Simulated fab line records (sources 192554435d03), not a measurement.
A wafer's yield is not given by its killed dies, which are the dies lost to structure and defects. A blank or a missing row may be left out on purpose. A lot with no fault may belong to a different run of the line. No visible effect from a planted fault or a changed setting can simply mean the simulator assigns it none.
Split-lot experiment / flow n5_finfet / route with 1938 steps; 7 lots, 21 wafers read

## THE SPLIT ITSELF
At N5_BEOL_M14_ILD_DEP_00 (deposits SiO2 from TEOS/O2, target thk 1119.3 nm, time 237.4 s), the setting temp_c was moved away from the recipe's 400 C on 7 of the 21 wafers read, by -1.0% to +1.9%. The other wafers ran this setting at the recipe's value.

Between the split and the reading, the file records no step.

## THE READING
Values of M14_ILD_THK in nm from N5_BEOL_M14_THK_MEAS_01. On this fab line, fault-free wafers typically give 1124 nm with a standard deviation of 15 nm.

wafer=L075.1; tool, chamber at the split=pecvd-03, 0; temp_c as run, C=406.8; against the recipe=+1.7%; M14_ILD_THK, nm=1073; against lot-mates on the recipe=-56
wafer=L075.3; tool, chamber at the split=pecvd-03, 1; temp_c as run, C=400; against the recipe=recipe; M14_ILD_THK, nm=1126; against lot-mates on the recipe=-
wafer=L075.4; tool, chamber at the split=pecvd-03, 0; temp_c as run, C=400; against the recipe=recipe; M14_ILD_THK, nm=1133; against lot-mates on the recipe=-
wafer=L084.3; tool, chamber at the split=pecvd-03, 2; temp_c as run, C=400; against the recipe=recipe; M14_ILD_THK, nm=1123; against lot-mates on the recipe=-
wafer=L084.4; tool, chamber at the split=pecvd-03, 0; temp_c as run, C=400; against the recipe=recipe; M14_ILD_THK, nm=1131; against lot-mates on the recipe=-
wafer=L084.6; tool, chamber at the split=pecvd-03, 2; temp_c as run, C=400; against the recipe=recipe; M14_ILD_THK, nm=1140; against lot-mates on the recipe=-
wafer=L083.1; tool, chamber at the split=pecvd-04, 1; temp_c as run, C=405.5; against the recipe=+1.4%; M14_ILD_THK, nm=1063; against lot-mates on the recipe=-47
wafer=L083.2; tool, chamber at the split=pecvd-04, 0; temp_c as run, C=400; against the recipe=recipe; M14_ILD_THK, nm=1110; against lot-mates on the recipe=-
wafer=L083.6; tool, chamber at the split=pecvd-04, 0; temp_c as run, C=405.5; against the recipe=+1.4%; M14_ILD_THK, nm=1088; against lot-mates on the recipe=-22
wafer=L089.1; tool, chamber at the split=pecvd-03, 1; temp_c as run, C=400; against the recipe=recipe; M14_ILD_THK, nm=1111; against lot-mates on the recipe=-
wafer=L089.2; tool, chamber at the split=pecvd-03, 2; temp_c as run, C=400; against the recipe=recipe; M14_ILD_THK, nm=1117; against lot-mates on the recipe=-
wafer=L089.4; tool, chamber at the split=pecvd-03, 2; temp_c as run, C=400; against the recipe=recipe; M14_ILD_THK, nm=1131; against lot-mates on the recipe=-
wafer=L091.4; tool, chamber at the split=pecvd-03, 1; temp_c as run, C=407.7; against the recipe=+1.9%; M14_ILD_THK, nm=1063; against lot-mates on the recipe=-76
wafer=L091.5; tool, chamber at the split=pecvd-03, 0; temp_c as run, C=400; against the recipe=recipe; M14_ILD_THK, nm=1139; against lot-mates on the recipe=-
wafer=L091.6; tool, chamber at the split=pecvd-03, 2; temp_c as run, C=407.7; against the recipe=+1.9%; M14_ILD_THK, nm=1059; against lot-mates on the recipe=-80
wafer=L095.3; tool, chamber at the split=pecvd-03, 2; temp_c as run, C=395.9; against the recipe=-1.0%; M14_ILD_THK, nm=1145; against lot-mates on the recipe=+17
wafer=L095.4; tool, chamber at the split=pecvd-03, 0; temp_c as run, C=400; against the recipe=recipe; M14_ILD_THK, nm=1137; against lot-mates on the recipe=-
wafer=L095.5; tool, chamber at the split=pecvd-03, 1; temp_c as run, C=400; against the recipe=recipe; M14_ILD_THK, nm=1119; against lot-mates on the recipe=-
wafer=L097.2; tool, chamber at the split=pecvd-04, 1; temp_c as run, C=397.4; against the recipe=-0.7%; M14_ILD_THK, nm=1112; against lot-mates on the recipe=-2
wafer=L097.4; tool, chamber at the split=pecvd-04, 1; temp_c as run, C=400; against the recipe=recipe; M14_ILD_THK, nm=1101; against lot-mates on the recipe=-
wafer=L097.5; tool, chamber at the split=pecvd-04, 2; temp_c as run, C=400; against the recipe=recipe; M14_ILD_THK, nm=1126; against lot-mates on the recipe=-

THE FIT
A straight line over all 21 wafers: M14_ILD_THK changes by -29.4 nm for each +1% of temp_c; r = -0.89; the points scatter about the line by 13 nm.
The same after taking each lot's own level away (the mean of its wafers on the recipe; 21 wafers): -31.5 nm for each +1%; r = -0.92; scatter 11 nm.
Per that fit: largest temp_c move, reading shift of 61 nm.
The span of the lots' own levels, 1110.0 to 1139.0 nm, comes to 1.9 times the standard deviation stated above.
So the lot-to-lot level changes the slope little: the two slopes agree.
Check: for one of the wafers moved furthest among these (+1.9%), held out of the fit, the line's prediction against its lot-mates is -59.3 nm. It came out at -76 nm against them.

## THESE WAFERS: OTHER SPLITS
Other splits were also applied to these wafers ahead of the reading. Each is held against what the fit with the lots' levels taken away leaves over:
other split on the same wafers=N5_BEOL_M12_TRENCH_ETCH_34 time_s; wafers away from the commonest value=9; r with M14_ILD_THK (lot level and that fit taken away)=+0.20
other split on the same wafers=N5_BEOL_M13_CMP_49 down_force_psi; wafers away from the commonest value=7; r with M14_ILD_THK (lot level and that fit taken away)=-0.21

## THE WHOLE CHAIN: every reading that the file lists as answering this split, in the file's order
step=N5_BEOL_M14_ILD_DEP_00; what it does=deposits SiO2 from TEOS/O2, target thk 1119.3 nm, time 237.4 s; reading=SiO2_of_BEOL_M14_ILD_DEP_00.thk_nm (the simulator's own value, which no gauge read); change (the file's fit)=-31.3 nm for each +1% of the setting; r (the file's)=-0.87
step=N5_BEOL_M14_THK_MEAS_01; what it does=; reading=M14_ILD_THK; change (the file's fit)=-31.2 for each +1% of the setting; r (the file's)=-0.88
step=N5_BEOL_M14_VIA_ETCH_16; what it does=etches SiO2 in C4F8/O2/Ar, target depth 1231.3 nm; reading=etch.depth_nm (the simulator's own value, which no gauge read); change (the file's fit)=-31.2 nm for each +1% of the setting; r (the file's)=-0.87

## FILE'S OWN FIT
M14_ILD_THK changes by -31.2 nm for each +1% of temp_c, r = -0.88.
